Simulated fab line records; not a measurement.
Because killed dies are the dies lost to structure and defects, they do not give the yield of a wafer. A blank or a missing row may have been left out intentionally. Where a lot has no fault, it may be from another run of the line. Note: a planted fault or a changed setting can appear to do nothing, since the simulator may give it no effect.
fab line records -- flow n5-finfet
[record] lots = 5, wafers = 12, last-day = 16
route steps=1938 shown BEOL_M2@848 BEOL_M4@1111 PASSIVATION@1936
lots untouched by any fault: they come from a run of this same line in which no faults occurred
start-h: start of the lot's first displayed wafer, in hours after the record's first day -- wait-h: hours since the lot's step before -- " repeats the value in the row above -- L1.1+2: several wafers, shown together as one row -- - no value present, or no start provided -- * or withheld: withheld -- < > ~ a bound
route shown NAME@n: a module of which the file shows steps, and the number in the route of the first -- usual: average and standard deviation across the fault-free wafers -- same: alike in all rows -- chamber/n: place in a boat -- sites: readings site by site -- _std_site: how widely they spread, as a standard deviation -- _edge_site: inner sites' mean taken away from outer sites' mean -- radius-mm: for every site, how far away it sits from the centre of the wafer -- mask NAME#n: copy n -- behind: the tool/chamber that last shaped the wafer -- hold: the reason the lot was held/the length of the hold in hours/how it ended -- device: which transistor (n, p or np) failed to switch -- end of line: tests of these same wafers at the route's end -- step lacking rows: just its recipe -- killed: dies that structure and defects cost at the first sort, which is not the same as the wafer's yield -- map: shows each die of a wafer: x if killed, . if not, _ if none is there
set.NAME: the setting the step ran with; set.NAME@STEP: the setting that earlier step ran with -- model.NAME: the simulator's own value behind a step, which no gauge read
lots at selected steps of the route; one table per step, one row per wafer
services: when a tool's chamber went out of use (start-h, in hours from the record's first day, below 0 if earlier), for how many hours, and the reason
[[steps]]
[step N5_BEOL_M2_COAT_05]
[recipe] resist = CAR-EUV, spin-rpm = 1500, resist-thk-nm = 30
[step N5_BEOL_M2_EBR_07]
[recipe] solvent = PGMEA, ebr-width-mm = 1.5
[step N5_BEOL_M2_SOFTBAKE_06]
[recipe] temp-c = 110, time-s = 60, resist = CAR-EUV
[step N5_BEOL_M2_EXPOSE_08]
[recipe] mask-id = M2, na = 0.33, source-shape = dipole, sigma-inner = 0.369, sigma-outer = 0.767, polarization = unpolarized, dose-mj = 41.25
[step N5_BEOL_M2_PEB_09]
[recipe] peb-temp-c = 100, peb-time-s = 60, resist = CAR-EUV
[step N5_BEOL_M2_DEVELOP_10]
[recipe] develop-time-s = 30, developer = TMAH, resist = CAR-EUV, rinse-liquid = surfactant-rinse, dry = air-spin, dev-temp-c = 23
[step N5_BEOL_M2_DESCUM_16]
[recipe] chemistry = O2, time-s = 7, source-power-w = 50, bias-power-w = 20, pressure-mtorr = 20, rf-frequency-hz = 2.712e+07, temp-c = 40, resist = CAR-EUV, o2-flow-sccm = 225
[step N5_BEOL_M2_ETCH_74]
[recipe] chemistry = N2/H2, target = underlayer, target-depth-a = 65, mask-material = CAR-EUV, time-s = 5.2, ion-energy-ev = 200, pressure-mtorr = 30, source-w = 840, bias-w = 150, n2-flow-sccm = 200, h2-flow-sccm = 200, ends = cleared
[step N5_BEOL_M2_ETCH_63]
[recipe] chemistry = CF4, target = SiARC, target-depth-a = 156, mask-material = CAR-EUV, time-s = 26, ion-energy-ev = 80, pressure-mtorr = 40, source-w = 545, bias-w = 36, Ar_flow_sccm = 100, cf4-flow-sccm = 100, ends = cleared
[step N5_BEOL_M2_ETCH_64]
[recipe] chemistry = N2/H2, target = SOC, target-depth-a = 750, overetch-a = 225, mask-material = SiARC, temp-c = 40, time-s = 121.9, ion-energy-ev = 200, pressure-mtorr = 30, source-w = 840, bias-w = 150, n2-flow-sccm = 200, h2-flow-sccm = 200
[usual] drypump-motor-current-A = 5.9/0.5, n2-flow-sccm = 200.0/0.59, oes-product-au = 0.60/0.056, rf-vpp-V = 523.9/2.4, showerhead-plenum-p-Torr = 2.54/0.087, temp-c = 40.01/0.11, throttle-valve-pct = 17.84/0.24
lot.wafer,tool,chamber,start-h,wait-h,drypump-motor-current-A,n2-flow-sccm,oes-product-au,rf-hours-counter-h,rf-vpp-V,showerhead-plenum-p-Torr,temp-c,throttle-valve-pct,model.SiARC_of_BEOL_M2_COAT_62.thk-nm,model.BEOL_M2.cd-offset-nm
L798.2,rie-diel-04,0,168.10,0.0,6.5,200.2,0.52,242,522.4,2.50,40.19,17.92,6.4,0.2
L798.4,rie-diel-04,0,168.10,0.0,6.6,200.0,0.52,-,524.5,2.50,40.10,17.90,6.4,0.2
L798.5,rie-diel-04,2,168.10,0.0,5.8,199.7,0.63,-,522.5,2.47,40.15,17.86,6.2,0
L809.1,rie-diel-04,2,234.37,0.0,5.9,199.4,0.60,92,522.6,2.46,40.16,17.91,6.2,0
L809.4,rie-diel-04,1,234.37,0.0,5.9,199.3,0.69,-,522.7,2.49,40.09,17.69,2.8,1.4
L811.1,rie-diel-04,1,237.30,0.0,5.9,199.6,0.68,25,523.3,2.49,40.12,17.72,6.2,-0.2
L811.2,rie-diel-04,3,237.30,0.0,6.0,200.2,0.62,82,528.0,2.68,40.16,17.72,3,1
L812.1,rie-diel-04,2,243.11,0.0,5.9,200.1,0.60,95,521.7,2.46,39.99,17.91,6.2,0
L812.2,rie-diel-04,3,243.11,0.0,6.1,200.2,0.61,84,528.3,2.68,40.03,17.72,2.8,1.4
L814.1,rie-diel-02,0,253.91,0.0,5.3,200.3,0.64,52,522.1,2.48,40.00,17.53,6.2,0.2
L814.5,rie-diel-02,0,253.91,0.0,5.2,199.4,0.64,-,520.7,2.48,40.00,17.54,6.2,0
L814.6,rie-diel-02,1,253.91,0.0,5.5,198.2,0.53,-,526.9,2.62,39.93,18.17,6.2,0
[step N5_BEOL_M2_STRIP_65]
[recipe] chemistry = N2/H2, temp-c = 40, n2-flow-sccm = 200, h2-flow-sccm = 200, rf-frequency-hz = 6e+07
[step N5_BEOL_M2_STRIP_75]
[recipe] chemistry = N2/H2, temp-c = 40, n2-flow-sccm = 200, h2-flow-sccm = 200, rf-frequency-hz = 6e+07
[step N5_BEOL_M2_STRIP_66]
[recipe] chemistry = CF4, resist = SiARC, power-w = 300, bias-power-w = 75, pressure-mtorr = 50, cf4-flow-sccm = 150, rf-frequency-hz = 6e+07
[step N5_BEOL_M2_HM_OPEN_17]
[recipe] chemistry = Cl2/BCl3, target-depth-a = 200, overetch-a = 60, target = TiN, mask-material = SOC, ion-energy-ev = 150, pressure-mtorr = 10, icp-w = 1000, bias-w = 126, Cl2_flow_sccm = 53.25, bcl3-flow-sccm = 21.75, Ar_flow_sccm = 25
[usual] drypump-motor-current-A = 5.9/0.39, oes-product-au = 0.68/0.074, throttle-valve-pct = 22.15/0.12
lot.wafer,tool,chamber,start-h,wait-h,drypump-motor-current-A,oes-product-au,rf-hours-counter-h,throttle-valve-pct,model.BEOL_M2.cd-offset-nm
L798.2,rie-metal-02,1,168.27,0.0,6.0,0.70,25,22.05,0.2
L798.4,rie-metal-02,0,168.27,0.0,6.2,0.71,-,22.29,0.2
L798.5,rie-metal-02,0,168.27,0.0,6.2,0.72,-,22.30,0
L809.1,rie-metal-03,0,234.54,0.0,5.1,0.75,11,22.22,0
L809.4,rie-metal-03,1,234.54,0.0,6.0,0.61,-,22.11,1.4
L811.1,rie-metal-02,1,237.47,0.0,6.0,0.68,32,22.06,-0.4
L811.2,rie-metal-02,0,237.47,0.0,6.2,0.70,29,22.31,0.8
L812.1,rie-metal-02,1,243.28,0.0,6.0,0.68,32,22.06,0
L812.2,rie-metal-02,0,243.28,0.0,6.2,0.69,30,22.33,1.4
L814.1,rie-metal-02,1,254.08,0.0,6.0,0.68,34,22.06,0.2
L814.5,rie-metal-02,1,254.08,0.0,6.0,0.67,-,22.05,0
L814.6,rie-metal-02,0,254.08,0.0,6.2,0.68,-,22.31,0
[step N5_BEOL_M2_STRIP_19]
[recipe] chemistry = O2, power-w = 400, temp-c = 40, pressure-mtorr = 30, rf-frequency-hz = 6e+07, bias-power-w = 0, overash-fraction = 0.2, o2-flow-sccm = 225
[step N5_BEOL_M2_CD_MEAS_18]
[recipe] pitch-nm = 36, target-cd-nm = 18
[usual] cd-nm = 18.00/0.26
lot.wafer,tool,chamber,start-h,wait-h,cd-nm
L798.2,cd-sem-03,-,168.48,0.1,17.94
L798.4,cd-sem-03,-,168.48,0.1,18.27
L798.5,cd-sem-03,-,168.48,0.1,18.48
L809.1,cd-sem-03,-,234.74,0.0,18.05
L809.4,cd-sem-03,-,234.74,0.0,19.36
L811.1,cd-sem-03,-,237.65,0.0,17.84
L811.2,cd-sem-03,-,237.65,0.0,19.07
L812.1,cd-sem-01,-,243.53,0.0,17.69
L812.2,cd-sem-01,-,243.53,0.0,19.47
L814.1,cd-sem-02,-,254.45,0.0,18.13
L814.5,cd-sem-02,-,254.45,0.0,17.99
L814.6,cd-sem-02,-,254.45,0.0,18.32
[step N5_BEOL_M2_COAT_67]
[recipe] resist = SOC, temp-c = 250, time-s = 60, spin-rpm = 1500, resist-thk-nm = 60
[step N5_BEOL_M2_COAT_68]
[recipe] resist = SiARC, temp-c = 220, time-s = 60, spin-rpm = 1500, resist-thk-nm = 12
[step N5_BEOL_M2_COAT_76]
[recipe] resist = underlayer, temp-c = 205, time-s = 60, spin-rpm = 1500, resist-thk-nm = 5
[step N5_BEOL_M2_COAT_22]
[recipe] resist = CAR-EUV, spin-rpm = 1500, resist-thk-nm = 30
[step N5_BEOL_M2_EBR_24]
[recipe] solvent = PGMEA, ebr-width-mm = 1.5
[step N5_BEOL_M2_SOFTBAKE_23]
[recipe] temp-c = 110, time-s = 60, resist = CAR-EUV
[step N5_BEOL_M2_EXPOSE_25]
[recipe] mask-id = V1, na = 0.33, source-shape = quasar, sigma-inner = 0.2, sigma-outer = 0.8, polarization = unpolarized, defocus-nm = 5, dose-mj = 63
[step N5_BEOL_M2_PEB_26]
[recipe] peb-temp-c = 100, peb-time-s = 60, resist = CAR-EUV
[step N5_BEOL_M2_DEVELOP_27]
[recipe] develop-time-s = 30, developer = TMAH, resist = CAR-EUV, rinse-liquid = surfactant-rinse, dry = air-spin, dev-temp-c = 23
[step N5_BEOL_M2_DESCUM_33]
[recipe] chemistry = O2, time-s = 7, source-power-w = 50, bias-power-w = 20, pressure-mtorr = 20, rf-frequency-hz = 2.712e+07, temp-c = 40, resist = CAR-EUV, o2-flow-sccm = 225
[step N5_BEOL_M2_ETCH_77]
[recipe] chemistry = N2/H2, target = underlayer, target-depth-a = 65, mask-material = CAR-EUV, time-s = 5.2, ion-energy-ev = 200, pressure-mtorr = 30, source-w = 840, bias-w = 150, n2-flow-sccm = 200, h2-flow-sccm = 200, ends = cleared
[step N5_BEOL_M2_ETCH_69]
[recipe] chemistry = CF4, target = SiARC, target-depth-a = 156, mask-material = CAR-EUV, time-s = 26, ion-energy-ev = 80, pressure-mtorr = 40, source-w = 545, bias-w = 36, Ar_flow_sccm = 100, cf4-flow-sccm = 100, ends = cleared
[step N5_BEOL_M2_ALD_98]
[recipe] material = SiO2, target-thk-a = 25, temp-c = 100, ald-precursor-family = BDEAS, ald-co-reactant = O2-plasma, pulse-time-s = 1, co-reactant-pulse-time-s = 1, purge-time-s = 2, co-reactant-purge-time-s = 2, ald-cycles = 17, pressure-torr = 2
[step N5_BEOL_M2_ETCHBACK_99]
[recipe] chemistry = CHF3, target = SiO2, target-depth-a = 50, time-s = 10.4, source-w = 215, bias-w = 47, Ar_flow_sccm = 200, CHF3_flow_sccm = 12, ion-energy-ev = 100, pressure-mtorr = 30
[step N5_BEOL_M2_ETCH_70]
[recipe] chemistry = N2/H2, target = SOC, target-depth-a = 800, overetch-a = 240, mask-material = SiARC, temp-c = 40, time-s = 130, ion-energy-ev = 200, pressure-mtorr = 30, source-w = 840, bias-w = 150, n2-flow-sccm = 200, h2-flow-sccm = 200
[step N5_BEOL_M2_STRIP_71]
[recipe] chemistry = N2/H2, temp-c = 40, n2-flow-sccm = 200, h2-flow-sccm = 200, rf-frequency-hz = 6e+07
[step N5_BEOL_M2_STRIP_78]
[recipe] chemistry = N2/H2, temp-c = 40, n2-flow-sccm = 200, h2-flow-sccm = 200, rf-frequency-hz = 6e+07
[step N5_BEOL_M2_VIA_ETCH_34]
[recipe] chemistry = C4F6/O2, target-depth-a = 694, mask-material = SOC, pressure-mtorr = 15, ion-energy-ev = 250, taper-deg = 4, time-s = 65.9, source-w = 350, bias-w = 170, Ar_flow_sccm = 300, C4F6_flow_sccm = 10, O2_flow_sccm = 10
[step N5_BEOL_M2_STRIP_83]
[recipe] chemistry = C4F6/O2, resist = SiARC, rf-frequency-hz = 6e+07
[step N5_BEOL_M2_STRIP_36]
[recipe] chemistry = N2/H2, power-w = 450, temp-c = 40, pressure-mtorr = 20, rf-frequency-hz = 6e+07, overash-fraction = 0.3, bias-power-w = 7, h2-frac = 0.5, n2-flow-sccm = 200, h2-flow-sccm = 200
[step N5_BEOL_M4_RC_MEAS_101]
[usual] CHAIN_V1_max_site = 238/8.6, DIBL_N = 36.3/1, DIBL_P = 36.2/1.4, IOFF_N = 0.157/0.021, IOFF_P = 0.206/0.025, ION_N = 673/9, ION_P = 461/6.4, SERP_M2 = 191/12, SERP_M2_max_site = 204/13, SS_N = 71.5/0.5, SS_P = 73.2/0.47, VT_N = 249.9/2.4, VT_P = -250.6/2.9
lot.wafer,tool,chamber,start-h,wait-h,CHAIN_V1_max_site[ohm/link],DIBL_N[mV/V],DIBL_P[mV/V],IOFF_N[nA/um],IOFF_P[nA/um],ION_N[uA/um],ION_P[uA/um],SERP_M2[ohm/um],SERP_M2_max_site[ohm/um],SS_N[mV/dec],SS_P[mV/dec],VT_N[mV],VT_P[mV]
L798.2,prober-01,0,203.38,0.2,230,36.1,37.2,0.145,0.207,681,467,177,188,71.0,72.4,250.6,-250.6
L798.4,prober-01,0,203.38,0.2,223,36.2,35.7,0.135,0.195,671,464,186,212,71.0,72.9,249.6,-250.6
L798.5,prober-01,0,203.38,0.2,232,35.5,35.3,0.130,0.185,672,462,194,207,71.1,72.8,251.0,-252.9
L809.1,prober-02,0,263.38,0.0,228,36.6,36.2,0.157,0.230,686,472,182,191,71.8,73.2,248.0,-243.7
L809.4,prober-02,0,263.38,0.0,211,35.8,35.5,0.146,0.223,682,474,147,157,70.7,72.7,247.2,-247.0
L811.1,prober-02,0,268.33,0.0,244,35.8,37.4,0.156,0.204,668,457,206,220,71.8,73.7,249.6,-252.1
L811.2,prober-02,0,268.33,0.0,216,36.3,37.3,0.171,0.208,682,462,172,181,71.4,72.8,248.6,-249.7
L812.1,prober-01,0,271.10,0.0,236,37.3,38.0,0.173,0.249,690,471,191,199,72.1,73.8,249.4,-244.6
L812.2,prober-01,0,271.10,0.0,211,36.2,35.9,0.151,0.209,676,466,148,157,71.1,72.9,249.4,-249.9
L814.1,prober-01,0,287.14,0.7,241,35.0,35.7,0.142,0.211,672,465,188,198,71.1,73.6,251.9,-249.7
L814.5,prober-01,0,287.14,0.7,239,34.8,34.8,0.135,0.197,663,460,183,198,71.2,72.9,253.0,-250.3
L814.6,prober-01,0,287.14,0.7,251,34.8,35.1,0.132,0.201,666,462,200,215,71.5,73.0,251.2,-251.1
// sites SERP_M2 radius-mm=0,75,75,75,75,140,140,140,140
L798.2 177 177 182 185 188 180 175 174 176
L809.1 169 180 182 181 172 190 189 191 190
L811.1 212 198 220 206 218 188 209 196 200
L812.1 199 190 194 191 196 185 198 184 189
L814.1 178 173 188 187 180 197 196 194 198
[step N5_PASSIVATION_PROBE_49]
[usual] defect-limited-yield = 91.1/1.3, killed_at_M0_to_M3 = 36/10, killed_at_M4_up = 14/4.4, killed-at-contacts = 14/5.7, killed-at-front-end = 39/9.4, killed-at-other = 2.9/2.6, killed-dies = 105/15, killed-open = 70/12, killed-short = 34/7.1, sort_bin_5_function = 5.3/0.77, sort_bin_6_memory = 3.3/0.66, sort-n-pass = 1075/15, sort-yield-pct = 91.1/1.3
[same] gross-dies = 1180, killed-at-back-side = 0, sort_bin_4_leakage[%] = 0, sort_bin_8_speed[%] = 0
lot.wafer,tool,chamber,start-h,wait-h,defect-limited-yield[%],killed_at_M0_to_M3,killed_at_M4_up,killed-at-contacts,killed-at-front-end,killed-at-other,killed-dies,killed-open,killed-short,sort_bin_5_function[%],sort_bin_6_memory[%],sort-n-pass,sort-yield-pct[%]
L809.4,prober-02,-,361.94,0.2,91.0,47,12,12,32,3,106,72,29,5.0,3.6,1074,91.0
L812.2,prober-01,-,373.48,0.1,90.3,72,8,10,21,3,114,65,43,5.8,3.2,1066,90.3
// killed by level:class
L809.4 BEOL_M0_SAQP:geometric-particle:open=12 MOL_CONTACT_COAG:geometric-particle:open=11 BEOL_M3:geometric-particle:open=11 FIN_SAQP:geometric-particle:open=10 BEOL_M0_SAQP:geometric-particle:short=9 FIN_SAQP:geometric-particle:short=6 BEOL_M4:geometric-particle:open=6 BEOL_M2:geometric-particle:open=6
L812.2 BEOL_M0_SAQP:geometric-particle:open=27 BEOL_M0_SAQP:geometric-particle:short=22 MOL_CONTACT_COAG:geometric-particle:open=8 BEOL_M1:geometric-particle:short=6 STI_FIN_REVEAL:geometric-particle:open=5 BEOL_M3:geometric-particle:open=5 BEOL_M2:geometric-particle:open=4 BEOL_M2:area-etch=4
[[services]]
tool,chamber,start-h,hours,kind
rie-diel-04,1,151.30,-,clean
rie-diel-04,1,151.30,-,consumable-replace:focus-ring
rie-diel-04,1,151.30,20.6,scheduled-down
rie-diel-04,1,151.30,20.6,vent-cycle
rie-diel-02,-,187.98,14.6,pm
rie-diel-04,0,191.11,-,clean
rie-diel-04,0,191.11,-,consumable-replace:focus-ring
rie-diel-04,0,191.11,17.0,scheduled-down
rie-diel-04,0,191.11,17.0,vent-cycle
rie-diel-04,1,209.25,5.5,repair
rie-diel-04,0,234.06,1.5,repair
rie-diel-02,3,252.44,-,clean
rie-diel-02,3,252.44,-,consumable-replace:focus-ring
rie-diel-02,3,252.44,23.4,scheduled-down
rie-diel-02,3,252.44,23.4,vent-cycle
[[key]]
[first-sign] step = N5_BEOL_M2_CD_MEAS_18, reading = cd-nm, direction = up, sigmas = 5.1, usual = 18.00, struck = 19.30
[effect] step = N5_BEOL_M4_RC_MEAS_101, reading = SERP_M2, direction = down, sigmas = 3, usual = 191, struck = 156
[effect] step = N5_BEOL_M4_RC_MEAS_101, reading = SERP_M2_max_site, direction = down, sigmas = 3, usual = 204, struck = 165
[effect] step = N5_BEOL_M4_RC_MEAS_101, reading = CHAIN_V1_max_site, direction = down, sigmas = 2.9, usual = 238, struck = 213
[model-effect] step = N5_BEOL_M2_ETCH_64, value = SiARC_of_BEOL_M2_COAT_62.thk-nm, without = 6.267, struck = 2.867
[model-effect] step = N5_BEOL_M2_HM_OPEN_17, value = BEOL_M2.cd-offset-nm, without = -0.1333, struck = 1.2
met-at N5_BEOL_M2_ETCH_64
struck-wafers L809.4,L811.2,L812.2
onset-between 168.10 234.37
[fault] kind = process-parameter-drift, tool = rie-diel-04, chamber = -, onset-h = 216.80, steps = N5_BEOL_M2_ETCH_64, channel = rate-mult, offset = 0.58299, shape = step, end-h = 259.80, scope = struck-wafers-only
